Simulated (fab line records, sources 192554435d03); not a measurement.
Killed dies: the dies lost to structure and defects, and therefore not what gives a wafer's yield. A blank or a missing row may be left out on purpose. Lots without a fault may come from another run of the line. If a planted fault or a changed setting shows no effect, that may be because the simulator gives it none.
fab line records | flow n5-finfet
record: lots: 7 wafers: 39
route steps=1938 shown BEOL_M9@1446 BEOL_M12@1602
start-h: hours from the record's first day to the start of the lot's first wafer shown | wait-h: hours from the lot's prior step to this one | " identical to the entry in the row above | L1.1+2: a row that stands for several wafers | - value missing, or start not given | * or withheld: withheld | < > ~ a bound
route shown NAME@n: names a module that has steps shown in the file, with the first one's number in the route | usual: the fault-free wafers' mean and standard deviation | same: alike in all rows | chamber/n: place in a boat | sites: each site's reading | _std_site: standard deviation of those values | _edge_site: outer sites' mean less inner sites' | radius-mm: for every site, how far away it sits from the centre of the wafer | mask NAME#n: copy n | behind: the last tool/chamber to shape the wafer | hold: cause of the lot's hold/its duration in hours/its outcome | device: transistor that didn't switch, given as n, p or np | end of line: the same wafers' tests at the end of the route | a step without rows: its recipe alone | killed: dies lost to structure and defects at the first sort, not the wafer's yield | map: the dies of a wafer, with x for killed, . for not killed, _ for no die there
set.NAME: the setting as run; set.NAME@STEP: as run at that earlier step | model.NAME: the simulator's own value behind a step, which no gauge read
lots where settings were altered on purpose, with a table for each step and a row for each wafer
== steps ==
step: N5_BEOL_M9_TRENCH_ETCH_37
recipe: chemistry: C4F6/O2 target-depth-a: 1514.3 target: SiCOH_lowk time-s: 49 ion-energy-ev: 250 pressure-mtorr: 30 source-w: 345 bias-w: 185 Ar_flow_sccm: 300 C4F6_flow_sccm: 10 O2_flow_sccm: 10
columns lot.wafer tool chamber start-h wait-h set.time-s model.BEOL_M9.feature-depth-nm model.etch.depth-nm model.TiN_of_BEOL_M9_HM_DEP_02.thk-nm
L074.1 rie-diel-03 3 - - 49 151.2 151.1 16.2
L074.2 " 0 " " 49 153 152.9 16.4
L074.3 " 2 " " 49 155 155 15.8
L074.4 " 1 " " 49 152.8 152.8 16.2
L074.5 " 3 " " 49 151.6 151.6 16.2
L074.6 " 2 " " 49 153.6 153.5 16
L075.1 rie-diel-03 3 - - 49 150.8 150.8 15.8
L075.2 " 1 " " 49 153 153 15.8
L075.3 " 2 " " 27.15 85.6 85.56 17.6
L075.4 " 0 " " 27.15 84.8 84.86 17.6
L075.5 " 3 " " 49 151 151.1 15.8
L075.6 " 0 " " 27.15 84.6 84.66 17.6
L077.1 rie-diel-05 1 - - 49 146.4 146.4 15.8
L077.2 " 2 " " 49 151.4 151.4 15.6
L077.6 " 1 " " 49 147.8 147.9 15.8
L079.1 rie-diel-05 0 - - 49 149.2 149.1 15.8
L079.2 " 3 " " 49 152.2 152.2 15.6
L079.3 " 1 " " 49 146.4 146.4 16
L079.4 " 2 " " 49 149.6 149.7 15.8
L079.5 " 0 " " 49 151 151 15.8
L079.6 " 1 " " 49 147 147.1 15.8
L088.1 rie-diel-05 3 - - 34.92 106.4 106.4 16.8
L088.2 " 0 " " 49 155.2 155.2 15.6
L088.3 " 1 " " 49 146 146.1 16
L088.4 " 1 " " 49 146.8 146.8 16
L088.5 " 0 " " 34.92 109 109.1 17
L088.6 " 3 " " 34.92 107.4 107.5 17
L093.1 rie-diel-03 3 - - 49 146.8 146.8 15.8
L093.2 " 0 " " 49 150.2 150.2 15.8
L093.3 " 2 " " 49 151 150.9 15.8
L093.4 " 1 " " 49 149.4 149.3 15.8
L093.5 " 2 " " 49 151 151 15.8
L093.6 " 1 " " 49 148.4 148.5 15.8
L097.1 rie-diel-02 1 - - 49 154.2 154.2 15.6
L097.2 " 3 " " 63.1 192.8 192.7 14.6
L097.3 " 2 " " 63.1 196.8 196.9 14.4
L097.4 " 0 " " 49 152 152 15.6
L097.5 " 0 " " 63.1 195.6 195.6 14.6
L097.6 " 3 " " 49 149.6 149.7 15.8
step: N5_BEOL_M9_ETCH_41
recipe: chemistry: CH3F/O2 target: SiCN target-depth-a: 366 taper-deg: 2 time-s: 70.1 ion-energy-ev: 120 mask-material: TiN pressure-mtorr: 30 source-w: 395 bias-w: 75 Ar_flow_sccm: 150 CH3F_flow_sccm: 30 O2_flow_sccm: 20
step: N5_BEOL_M9_STRIP_80
recipe: chemistry: N2/H2 time-s: 10 power-w: 450 temp-c: 40 pressure-mtorr: 20 rf-frequency-hz: 6e+07 bias-power-w: 7 n2-flow-sccm: 200 h2-flow-sccm: 200
step: N5_BEOL_M9_OCD_MEAS_38
usual: trench-depth-nm: 150.8/2.4
columns lot.wafer tool chamber start-h wait-h set.time-s@BEOL_M9_TRENCH_ETCH_37 trench-depth-nm
L074.1 ocd-02 - 215.99 - 49 150.8
L074.2 " - " " 49 152.9
L074.3 " - " " 49 154.8
L074.4 " - " " 49 153.1
L074.5 " - " " 49 151.8
L074.6 " - " " 49 153.6
L075.1 ocd-02 - 222.70 - 49 151.0
L075.2 " - " " 49 153.1
L075.3 " - " " 27.15 85.0
L075.4 " - " " 27.15 85.1
L075.5 " - " " 49 151.1
L075.6 " - " " 27.15 84.6
L077.1 ocd-02 - 225.49 - 49 146.6
L077.2 " - " " 49 151.5
L077.6 " - " " 49 147.3
L079.1 ocd-02 - 232.40 - 49 149.0
L079.2 " - " " 49 152.3
L079.3 " - " " 49 146.1
L079.4 " - " " 49 149.7
L079.5 " - " " 49 150.1
L079.6 " - " " 49 147.7
L088.1 ocd-01 - 287.09 - 34.92 106.5
L088.2 " - " " 49 155.0
L088.3 " - " " 49 146.1
L088.4 " - " " 49 146.8
L088.5 " - " " 34.92 109.2
L088.6 " - " " 34.92 107.5
L093.1 ocd-02 - 326.64 - 49 147.1
L093.2 " - " " 49 150.4
L093.3 " - " " 49 150.5
L093.4 " - " " 49 149.7
L093.5 " - " " 49 150.7
L093.6 " - " " 49 148.7
L097.1 ocd-01 - 352.34 - 49 154.2
L097.2 " - " " 63.1 192.4
L097.3 " - " " 63.1 197.2
L097.4 " - " " 49 152.7
L097.5 " - " " 63.1 196.0
L097.6 " - " " 49 149.2
step: N5_BEOL_M9_HM_STRIP_39
recipe: chemistry: peroxide-tin-strip material: TiN target-depth-a: 250 temp-c: 50 time-s: 158
step: N5_BEOL_M9_SRD_40
recipe: time-s: 30 temp-c: 23 rinse-liquid: diw dry: ipa-marangoni
step: N5_BEOL_M9_ECD_50
recipe: material: Cu target-thk-a: 3180
step: N5_BEOL_M9_ANNEAL_51
recipe: temp-c: 225 time-s: 90 ambient: N2
step: N5_BEOL_M9_CMP_52
recipe: stop-on: SiCOH_lowk t-overpolish-s: 7 down-force-psi: 1 platen-rpm: 50 clearing-platen-down-force-psi: 1.5 clearing-platen-rpm: 50 post-cmp-clean: cu-alkaline target-thk-nm: 140 clearing-platen-pad-velocity-m-s: 0.99484 pad-velocity-m-s: 0.99484
columns lot.wafer tool chamber start-h wait-h set.time-s@BEOL_M9_TRENCH_ETCH_37 model.Cu_of_BEOL_M9_ECD_50.thk-nm
L074.3 cmp-03 3 218.31 0.2 49 145
L074.1 " 0 " " 49 141.4
L074.2 " 1 " " 49 141.2
L074.4 " 2 " " 49 141.6
L074.5 " 3 " " 49 140.8
L074.6 " 0 " " 49 142.6
L075.1 cmp-04 2 226.48 0.3 49 137
L075.4 " 3 " " 27.15 73
L075.2 " 0 " " 49 139.8
L075.3 " 1 " " 27.15 72.4
L075.6 " 2 " " 27.15 70.8
L075.5 " 3 " " 49 138
L077.1 cmp-01 3 228.45 0.3 49 134.2
L077.2 " 1 " " 49 141
L077.6 " 2 " " 49 135.2
L079.2+5 cmp-01 0 234.62 0.2 49 139.6
L079.3 " 1 " " 49 134.8
L079.4 " 2 " " 49 137.2
L079.1 " 3 " " 49 136
L079.6 " 1 " " 49 135.6
L088.1 cmp-04 1 289.01 0.3 34.92 95.2
L088.4 " 2 " " 49 135.4
L088.3 " 3 " " 49 134.4
L088.2 " 0 " " 49 145.6
L088.6 " 1 " " 34.92 95.4
L088.5 " 2 " " 34.92 98.4
L093.4 cmp-01 0 329.10 0.1 49 136.8
L093.1 " 1 " " 49 135
L093.3 " 2 " " 49 139.6
L093.2+6 " 3,0 " " 49 137.2
L093.5 " 1 " " 49 139
L097.2 cmp-03 3 354.11 0.2 63.1 181.6
L097.3 " 0 " " 63.1 184.8
L097.1 " 1 " " 49 142.2
L097.4 " 2 " " 49 140
L097.6 " 3 " " 49 138
L097.5 " 0 " " 63.1 184.4
step: N5_BEOL_M9_THK_MEAS_53
recipe: thk-meas-gauge: xrf reads: Cu_of_BEOL_M9_ECD_50
usual: M9_THK: 142/3
columns lot.wafer tool chamber start-h wait-h set.time-s@BEOL_M9_TRENCH_ETCH_37 M9_THK[nm]
L074.1 film-metro-02 - 218.60 - 49 145
L074.2 " - " " 49 145
L074.3 " - " " 49 149
L074.4 " - " " 49 145
L074.5 " - " " 49 145
L074.6 " - " " 49 146
L075.1 film-metro-01 - 226.78 - 49 141
L075.2 " - " " 49 144
L075.3 " - " " 27.15 74
L075.4 " - " " 27.15 75
L075.5 " - " " 49 141
L075.6 " - " " 27.15 73
L077.1 film-metro-01 - 228.70 - 49 137
L077.2 " - " " 49 144
L077.6 " - " " 49 138
L079.1 film-metro-02 - 234.91 - 49 138
L079.2 " - " " 49 142
L079.3 " - " " 49 137
L079.4 " - " " 49 140
L079.5 " - " " 49 142
L079.6 " - " " 49 138
L088.1 film-metro-01 - 289.31 - 34.92 98
L088.2 " - " " 49 149
L088.3 " - " " 49 137
L088.4 " - " " 49 138
L088.5 " - " " 34.92 100
L088.6 " - " " 34.92 97
L093.1 film-metro-01 - 329.39 - 49 137
L093.2 " - " " 49 139
L093.3 " - " " 49 141
L093.4 " - " " 49 139
L093.5 " - " " 49 141
L093.6 " - " " 49 140
L097.1 film-metro-02 - 354.41 - 49 146
L097.2 " - " " 63.1 186
L097.3 " - " " 63.1 190
L097.4 " - " " 49 144
L097.5 " - " " 63.1 190
L097.6 " - " " 49 141
step: N5_BEOL_M9_PRE_CLEAN_55
recipe: gas: NH3 time-s: 15 temp-c: withheld rf-power-w: 300
step: N5_BEOL_M9_DEP_56
recipe: material: SiCN target-thk-a: 150 temp-c: withheld precursor: 3MS/NH3 pressure-torr: 3 rf-w: 202 time-s: 26.5
step: N5_BEOL_M9_RS_MEAS_57
recipe: thk-meas-gauge: four-point-probe reads: Cu_of_BEOL_M9_ECD_50+Co_of_BEOL_M9_CVD_78+TaN_of_BEOL_M9_ALD_74
usual: M9_RS: 0.152/0.0033
columns lot.wafer tool chamber start-h wait-h set.time-s@BEOL_M9_TRENCH_ETCH_37 M9_RS[ohm/sq]
L074.1 film-metro-02 - 218.74 0.1 49 0.149
L074.2 " - " " 49 0.150
L074.3 " - " " 49 0.145
L074.4 " - " " 49 0.149
L074.5 " - " " 49 0.150
L074.6 " - " " 49 0.148
L075.1 film-metro-01 - 226.91 0.1 49 0.155
L075.2 " - " " 49 0.151
L075.3 " - " " 27.15 0.321
L075.4 " - " " 27.15 0.318
L075.5 " - " " 49 0.153
L075.6 " - " " 27.15 0.329
L077.1 film-metro-01 - 228.84 0.1 49 0.158
L077.2 " - " " 49 0.150
L077.6 " - " " 49 0.157
L079.1 film-metro-02 - 235.05 0.1 49 0.155
L079.2 " - " " 49 0.151
L079.3 " - " " 49 0.157
L079.4 " - " " 49 0.154
L079.5 " - " " 49 0.151
L079.6 " - " " 49 0.157
L088.1 film-metro-02 - 289.45 0.1 34.92 0.233
L088.2 " - " " 49 0.144
L088.3 " - " " 49 0.157
L088.4 " - " " 49 0.157
L088.5 " - " " 34.92 0.223
L088.6 " - " " 34.92 0.232
L093.1 film-metro-01 - 329.53 0.1 49 0.157
L093.2 " - " " 49 0.155
L093.3 " - " " 49 0.152
L093.4 " - " " 49 0.155
L093.5 " - " " 49 0.152
L093.6 " - " " 49 0.155
L097.1 film-metro-02 - 354.58 0.1 49 0.148
L097.2 " - " " 63.1 0.114
L097.3 " - " " 63.1 0.111
L097.4 " - " " 49 0.151
L097.5 " - " " 63.1 0.112
L097.6 " - " " 49 0.153
step: N5_BEOL_M12_ILD_DEP_00
recipe: material: SiOC target-thk-a: 6589.2 temp-c: 350 precursor: DEMS/O2 pressure-torr: 5 rf-w: 500 time-s: 130.7
columns lot.wafer tool chamber start-h wait-h set.time-s model.SiOC_of_BEOL_M12_ILD_DEP_00.thk-nm
L074.1 pecvd-04 0 234.55 0.0 130.7 655
L074.2 " 2 " " 198.4 992
L074.3 " 1 " " 198.4 1001
L074.4 " 2 " " 130.7 666.2
L074.5 " 0 " " 130.7 668.2
L074.6 " 1 " " 198.4 1013
L077.1+6 pecvd-02 1,2 241.66 0.0 130.7 657.4
L077.2 " 2 " " 130.7 651.2
L075.1 pecvd-03 0 245.09 0.0 130.7 653.8
L075.2 " 2 " " 130.7 651.4
L075.3 " 1 " " 62.77 316.4
L075.4 " 1 " " 130.7 660.2
L075.5 " 2 " " 62.77 323.4
L075.6 " 0 " " 62.77 327.4
L079.1 pecvd-04 0 250.12 0.0 130.7 656
L079.2 " 2 " " 99.96 508.2
L079.3 " 1 " " 99.96 502.2
L079.4 " 0 " " 99.96 505.4
L079.5 " 2 " " 130.7 664.2
L079.6 " 1 " " 130.7 668.8
L088.1 pecvd-04 2 307.00 0.0 195.8 983.2
L088.2 " 1 " " 195.8 982.6
L088.3 " 0 " " 130.7 650.6
L088.4 " 2 " " 130.7 665.8
L088.5 " 0 " " 130.7 658.6
L088.6 " 1 " " 195.8 994.4
L093.1 pecvd-04 1 346.23 0.0 130.7 651.2
L093.2 " 2 " " 167.9 838
L093.3 " 0 " " 130.7 654.4
L093.4 " 1 " " 167.9 849.6
L093.5 " 2 " " 130.7 656.6
L093.6 " 0 " " 167.9 844.4
L097.1 pecvd-03 0 371.73 0.0 130.7 647.2
L097.2 " 2 " " 182.1 902.6
L097.3 " 1 " " 130.7 662.4
L097.4 " 0 " " 130.7 657
L097.5 " 1 " " 182.1 930
L097.6 " 2 " " 182.1 912.2
step: N5_BEOL_M12_THK_MEAS_01
recipe: reads: SiOC_of_BEOL_M12_ILD_DEP_00
usual: M12_ILD_THK: 660/7.8
columns lot.wafer tool chamber start-h wait-h set.time-s@BEOL_M12_ILD_DEP_00 M12_ILD_THK[nm]
L074.1 film-metro-01 - 234.68 0.1 130.7 655
L074.2 " - " " 198.4 992
L074.3 " - " " 198.4 1001
L074.4 " - " " 130.7 666
L074.5 " - " " 130.7 668
L074.6 " - " " 198.4 1015
L077.1 film-metro-02 - 241.79 0.1 130.7 657
L077.2 " - " " 130.7 651
L077.6 " - " " 130.7 657
L075.1 film-metro-02 - 245.22 0.1 130.7 654
L075.2 " - " " 130.7 652
L075.3 " - " " 62.77 316
L075.4 " - " " 130.7 660
L075.5 " - " " 62.77 324
L075.6 " - " " 62.77 328
L079.1 film-metro-02 - 250.25 0.1 130.7 656
L079.2 " - " " 99.96 508
L079.3 " - " " 99.96 502
L079.4 " - " " 99.96 505
L079.5 " - " " 130.7 665
L079.6 " - " " 130.7 669
L088.1 film-metro-02 - 307.13 0.1 195.8 983
L088.2 " - " " 195.8 982
L088.3 " - " " 130.7 650
L088.4 " - " " 130.7 666
L088.5 " - " " 130.7 658
L088.6 " - " " 195.8 994
L093.1 film-metro-02 - 346.36 0.1 130.7 651
L093.2 " - " " 167.9 838
L093.3 " - " " 130.7 654
L093.4 " - " " 167.9 850
L093.5 " - " " 130.7 658
L093.6 " - " " 167.9 845
L097.1 film-metro-02 - 371.86 0.1 130.7 647
L097.2 " - " " 182.1 903
L097.3 " - " " 130.7 663
L097.4 " - " " 130.7 657
L097.5 " - " " 182.1 930
L097.6 " - " " 182.1 913
step: N5_BEOL_M12_COAT_58
recipe: resist: BARC temp-c: 205 time-s: 60 spin-rpm: 1500 resist-thk-nm: 89
step: N5_BEOL_M12_COAT_04
recipe: spin-rpm: 1625 resist-thk-nm: 400
step: N5_BEOL_M12_DESCUM_15
recipe: chemistry: O2 time-s: 7.9 source-power-w: 50 bias-power-w: 20 pressure-mtorr: 20 rf-frequency-hz: 2.712e+07 temp-c: 40 o2-flow-sccm: 225
step: N5_BEOL_M12_ETCH_59
recipe: chemistry: N2/H2 target: BARC target-depth-a: 890 overetch-a: 267 time-s: 67.9 ion-energy-ev: 200 pressure-mtorr: 30 source-w: 840 bias-w: 150 n2-flow-sccm: 200 h2-flow-sccm: 200
step: N5_BEOL_M12_VIA_ETCH_16
recipe: chemistry: C4F8/O2/Ar target: SiOC pressure-mtorr: 30 source-w: 3000 bias-w: 700 Ar_flow_sccm: 400 C4F8_flow_sccm: 15 O2_flow_sccm: 8 he-inner-torr: 15 he-outer-torr: 30 target-depth-a: 7248 time-s: withheld ion-energy-ev: 250 ends: cleared
columns lot.wafer tool chamber start-h wait-h set.time-s@BEOL_M12_ILD_DEP_00 model.etch.depth-nm model.coat_of_BEOL_M12_COAT_04.thk-nm
L074.1 rie-diel-06 2 235.21 0.0 * 655.1 127.4
L074.2 " 3 " " * 992 28
L074.3 " 0 " " * 1001 25
L074.4 " 1 " " * 666.2 122.2
L074.5 " 3 " " * 668.2 123
L074.6 " 0 " " * 1013 20.6
L077.1 rie-diel-04 2 242.39 0.0 * 657.3 125.2
L077.2 " 1 " " * 651.2 129.6
L077.6 " 2 " " * 657.3 124
L075.1 rie-diel-01 1 245.70 0.0 * 653.7 122
L075.2 " 0 " " * 651.4 122.6
L075.3 " 2 " " * 316.3 224.2
L075.4 " 3 " " * 660.3 121.6
L075.5 " 2 " " * 323.5 221.6
L075.6 " 1 " " * 327.5 219.2
L079.1 rie-diel-04 3 250.73 0.0 * 656.1 124.6
L079.2 " 2 " " * 508.2 166.8
L079.3 " 1 " " * 502.2 171
L079.4 " 0 " " * 505.5 168
L079.5 " 0 " " * 664.3 121.6
L079.6 " 1 " " * 668.8 120.8
L088.1 rie-diel-01 2 307.66 0.0 * 983.1 26.4
L088.2 " 3 " " * 982.7 27.2
L088.3 " 0 " " * 650.5 123
L088.4 " 1 " " * 665.8 119.8
L088.5 " 0 " " * 658.6 121.2
L088.6 " 1 " " * 994.3 24
L093.1 rie-diel-04 1 346.83 0.0 * 651.2 127.4
L093.2 " 0 " " * 838 70.4
L093.3 " 2 " " * 654.4 126.4
L093.4 " 1 " " * 849.6 67.6
L093.5 " 0 " " * 656.6 126.2
L093.6 " 2 " " * 844.3 70.2
L097.1 rie-diel-01 1 372.35 0.0 * 647.1 128.6
L097.2 " 0 " " * 902.5 51.6
L097.3 " 2 " " * 662.4 123.4
L097.4 " 3 " " * 657 126
L097.5 " 3 " " * 930 46.2
L097.6 " 0 " " * 912.2 50.2
step: N5_BEOL_M12_STRIP_63
recipe: chemistry: N2/H2 power-w: 1000 temp-c: 250 h2-frac: 0.65 overash-fraction: 0.3 pressure-mtorr: 1000 n2-flow-sccm: 1750 h2-flow-sccm: 3250
usual: oes-product-au: 0.692/0.0047 strip-time-to-endpoint-s: 42.5/0.76
columns lot.wafer tool chamber start-h wait-h set.time-s@BEOL_M12_ILD_DEP_00 oes-product-au strip-time-to-endpoint-s
L074.1 plasma-asher-01 0 235.41 - 130.7 0.697 43.7
L074.2 " 1 " " 198.4 0.635 14.3
L074.3 " 1 " " 198.4 0.627 13.3
L074.4 " 0 " " 130.7 0.687 42.3
L074.5 " 0 " " 130.7 0.686 42.5
L074.6 " 1 " " 198.4 0.563 11.7
L077.1 plasma-asher-02 1 242.59 - 130.7 0.692 43.1
L077.2 " 0 " " 130.7 0.702 44.2
L077.6 " 0 " " 130.7 0.688 42.7
L075.1 plasma-asher-01 1 245.90 - 130.7 0.689 42.2
L075.2 " 0 " " 130.7 0.693 42.4
L075.3 " 1 " " 62.77 0.845 68.8
L075.4 " 0 " " 130.7 0.692 42.1
L075.5 " 0 " " 62.77 0.823 68.2
L075.6 " 1 " " 62.77 0.827 67.6
L079.1 plasma-asher-02 1 250.92 - 130.7 0.692 42.9
L079.2 " 0 " " 99.96 0.710 54.1
L079.3 " 1 " " 99.96 0.706 55.2
L079.4 " 0 " " 99.96 0.706 54.4
L079.5 " 0 " " 130.7 0.692 42.1
L079.6 " 1 " " 130.7 0.694 41.9
L088.1 plasma-asher-01 0 307.86 - 195.8 0.631 13.8
L088.2 " 1 " " 195.8 0.635 14.1
L088.3 " 1 " " 130.7 0.678 42.5
L088.4 " 0 " " 130.7 0.689 41.6
L088.5 " 0 " " 130.7 0.685 42.0
L088.6 " 1 " " 195.8 0.612 12.9
L093.1 plasma-asher-02 1 347.03 - 130.7 0.693 43.7
L093.2 " 0 " " 167.9 0.670 27.8
L093.3 " 1 " " 130.7 0.701 43.4
L093.4 " 0 " " 167.9 0.674 27.0
L093.5 " 0 " " 130.7 0.692 43.3
L093.6 " 1 " " 167.9 0.671 27.7
L097.1 plasma-asher-01 0 372.55 - 130.7 0.700 44.0
L097.2 " 1 " " 182.1 0.663 22.1
L097.3 " 1 " " 130.7 0.686 42.6
L097.4 " 0 " " 130.7 0.691 43.3
L097.5 " 1 " " 182.1 0.654 20.4
L097.6 " 0 " " 182.1 0.663 21.7
step: N5_BEOL_M12_ETCH_68
recipe: chemistry: N2/H2 target: SOC mask-material: SiARC source-w: 3000 bias-w: 350 temp-c: 40 time-s: 285 ion-energy-ev: 200 pressure-mtorr: 30 n2-flow-sccm: 200 h2-flow-sccm: 200
columns lot.wafer tool chamber start-h wait-h set.time-s model.SiARC_of_BEOL_M12_COAT_66.thk-nm
L074.1+4 rie-diel-04 3,2 236.37 0.1 285 85.4
L074.2 " 0 " " 285 84.8
L074.3 " 1 " " 285 85.8
L074.5 " 1 " " 285 86
L074.6 " 0 " " 285 85
L077.1 rie-diel-01 1 243.97 0.1 285 86
L077.2+6 " 3 " " 285 86.4
L075.1 rie-diel-01 0 246.83 0.1 285 85.8
L075.2 " 1 " " 285 85.4
L075.3 " 2 " " 454.1 71.4
L075.4 " 3 " " 454.1 71.6
L075.5 " 0 " " 454.1 71.2
L075.6 " 3 " " 285 85.6
L079.1 rie-diel-06 2 252.08 0.1 285 86.2
L079.2 " 3 " " 285 86.8
L079.3+5 " 0 " " 191.7 94
L079.4 " 2 " " 285 85.8
L079.6 " 3 " " 191.7 94.2
L088.1 rie-diel-04 0 308.83 0.1 427.5 73
L088.2+4 " 3,1 " " 427.5 73.6
L088.3+6 " 1,0 " " 285 85.4
L088.5 " 3 " " 285 85.8
L093.1 rie-diel-01 2 347.87 0.1 285 86.2
L093.2 " 1 " " 285 86
L093.3+5 " 0 " " 143.4 97.8
L093.4 " 3 " " 285 86.4
L093.6 " 3 " " 143.4 98
L097.1+2 rie-diel-01 1,2 373.62 0.1 143.5 98.6
L097.3 " 0 " " 143.5 98.2
L097.4 " 3 " " 285 86.6
L097.5 " 0 " " 285 85.8
L097.6 " 1 " " 285 86.4
== key ==
split: step: N5_BEOL_M9_TRENCH_ETCH_37 setting: time-s stated: 49 by: wafer
response: step: N5_BEOL_M9_TRENCH_ETCH_37 reading: model.BEOL_M9.feature-depth-nm change: +1.49 per: 1% r: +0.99
response: step: N5_BEOL_M9_TRENCH_ETCH_37 reading: model.etch.depth-nm change: +1.49 per: 1% r: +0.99
response: step: N5_BEOL_M9_TRENCH_ETCH_37 reading: model.TiN_of_BEOL_M9_HM_DEP_02.thk-nm change: -0.0394 per: 1% r: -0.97
response: step: N5_BEOL_M9_OCD_MEAS_38 reading: trench-depth-nm change: +1.49 per: 1% r: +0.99
response: step: N5_BEOL_M9_CMP_52 reading: model.Cu_of_BEOL_M9_ECD_50.thk-nm change: +1.49 per: 1% r: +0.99
response: step: N5_BEOL_M9_THK_MEAS_53 reading: M9_THK change: +1.53 per: 1% r: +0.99
response: step: N5_BEOL_M9_RS_MEAS_57 reading: M9_RS change: -0.00299 per: 1% r: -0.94
split: step: N5_BEOL_M12_ILD_DEP_00 setting: time-s stated: 130.7 by: wafer
response: step: N5_BEOL_M12_ILD_DEP_00 reading: model.SiOC_of_BEOL_M12_ILD_DEP_00.thk-nm change: +6.54 per: 1% r: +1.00
response: step: N5_BEOL_M12_THK_MEAS_01 reading: M12_ILD_THK change: +6.55 per: 1% r: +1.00
response: step: N5_BEOL_M12_VIA_ETCH_16 reading: model.etch.depth-nm change: +6.54 per: 1% r: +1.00
response: step: N5_BEOL_M12_VIA_ETCH_16 reading: model.coat_of_BEOL_M12_COAT_04.thk-nm change: -1.93 per: 1% r: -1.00
response: step: N5_BEOL_M12_STRIP_63 reading: oes-product-au change: -0.00155 per: 1% r: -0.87
response: step: N5_BEOL_M12_STRIP_63 reading: strip-time-to-endpoint-s change: * per: 1% r: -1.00
split: step: N5_BEOL_M12_ETCH_68 setting: time-s stated: 285 by: wafer
response: step: N5_BEOL_M12_ETCH_68 reading: model.SiARC_of_BEOL_M12_COAT_66.thk-nm change: -0.24 per: 1% r: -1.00
